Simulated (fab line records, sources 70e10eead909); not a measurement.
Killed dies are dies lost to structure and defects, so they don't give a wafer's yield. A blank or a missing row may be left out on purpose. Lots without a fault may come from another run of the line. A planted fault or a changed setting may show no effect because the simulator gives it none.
Chamber matching | flow nand_harc | NHARC_A_CONTACT_DEP_24 on pecvd-02: 3 sister chambers
The step deposits SiO2, target thk 500 nm. 6 wafers are shown with their chamber, then 12 later ones without.

WAFERS WITH THEIR CHAMBER
wafer  | chamber | showerhead_vpp_V (V) | throttle_valve_pct (%)
L085.1 | 1       | 1891                 | 15.5
L088.1 | 1       | 1928                 | 15.5
L088.5 | 0       | 1719                 | 16.9
L091.1 | 0       | 1711                 | 17.3
L091.3 | 2       | 1879                 | 17.1
L091.4 | 2       | 1896                 | 17.1

WAFERS WITHOUT THEIR CHAMBER
wafer  | showerhead_vpp_V (V) | throttle_valve_pct (%)
L094.1 | 1869                 | 16.9
L094.2 | 1703                 | 16.9
L094.6 | 1933                 | 15.5
L093.3 | 1920                 | 15.5
L093.4 | 1902                 | 16.9
L093.6 | 1912                 | 15.9
L095.1 | 1915                 | 15.8
L095.4 | 1935                 | 15.6
L095.6 | 1687                 | 17.1
L096.2 | 1892                 | 16.9
L096.3 | 1729                 | 17.2
L096.6 | 1713                 | 17.1

WHICH CHAMBER EACH WENT THROUGH
wafer  | from the rows above | in truth
L094.1 | 2                   | 2
L094.2 | 0                   | 0
L094.6 | 1                   | 1
L093.3 | 1                   | 1
L093.4 | 2                   | 2
L093.6 | 1                   | 1
L095.1 | 1                   | 1
L095.4 | 1                   | 1
L095.6 | 0                   | 0
L096.2 | 2                   | 2
L096.3 | 0                   | 0
L096.6 | 0                   | 0
Placed correctly: 12 of 12. Can't be placed from these rows: 0. Placed wrongly: 0.
How it was worked out, from the rows above alone: a wafer's distance from a chamber is the root of the sum, over the readings, of the square of ((its reading less the chamber's mean) divided by the reading's scatter). The wafer belongs to the nearest chamber; if the next one is less than 2 further off, it can't be placed. A chamber's mean is the mean of its shown wafers. The scatter: the root of (the sum of the squares of (reading less its chamber's mean) over the shown wafers, divided by (wafers less chambers)).
